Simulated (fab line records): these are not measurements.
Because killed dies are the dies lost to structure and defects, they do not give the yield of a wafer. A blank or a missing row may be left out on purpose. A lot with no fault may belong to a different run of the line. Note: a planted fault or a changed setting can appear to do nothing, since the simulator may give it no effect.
Matching of chambers -- flow nandHarc -- NHARC_HYBRID_BOND_ACTIVATE_00 on rieDiel-06: 4 sister chambers
The step chemistry N2, time 60 s. 7 wafers are shown with their chamber, then 9 later ones without.

WAFERS PAIRED WITH THEIR CHAMBERS
wafer,chamber,drypumpMotorCurrentA (A),showerheadPlenumPTorr (Torr)
L208.4,3,5.1,1.70
L222.2,1,6.2,1.63
L222.4,0,5.6,1.74
L222.6,0,5.6,1.74
L223.1,1,6.2,1.63
L223.2,3,5.0,1.69
L223.4,2,4.9,1.68

WAFERS MISSING THEIR CHAMBER
wafer,drypumpMotorCurrentA (A),showerheadPlenumPTorr (Torr)
L225.2,6.2,1.63
L225.3,5.1,1.69
L225.5,5.0,1.68
L226.2,5.0,1.68
L226.3,6.2,1.63
L226.4,5.0,1.69
L228.1,5.0,1.69
L228.2,6.2,1.63
L228.5,6.2,1.63

WHICH CHAMBER EACH WENT THROUGH
wafer,from the rows above,in truth
L225.2,1,1
L225.3,3,3
L225.5,can't be placed: 2 or 3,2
L226.2,can't be placed: 2 or 3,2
L226.3,1,1
L226.4,can't be placed: 3 or 2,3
L228.1,can't be placed: 3 or 2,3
L228.2,1,1
L228.5,1,1
5 of 9 placed correctly. Unplaceable from these rows: 4, with the true chamber sitting among the candidates in 4. 0 placed wrongly.
How it was worked out, from the rows above alone: a wafer's distance from a chamber is the root of the sum, over the readings, of the square of ((its reading less the chamber's mean) divided by the reading's scatter). The wafer belongs to the nearest chamber; if the next one is less than 2 further off, it can't be placed. For every chamber, the mean is computed from those of its wafers that are shown. How the scatter is found: for the shown wafers, subtract from each reading the mean of its chamber, square and add these, divide the total by (wafers less chambers), then take the root.
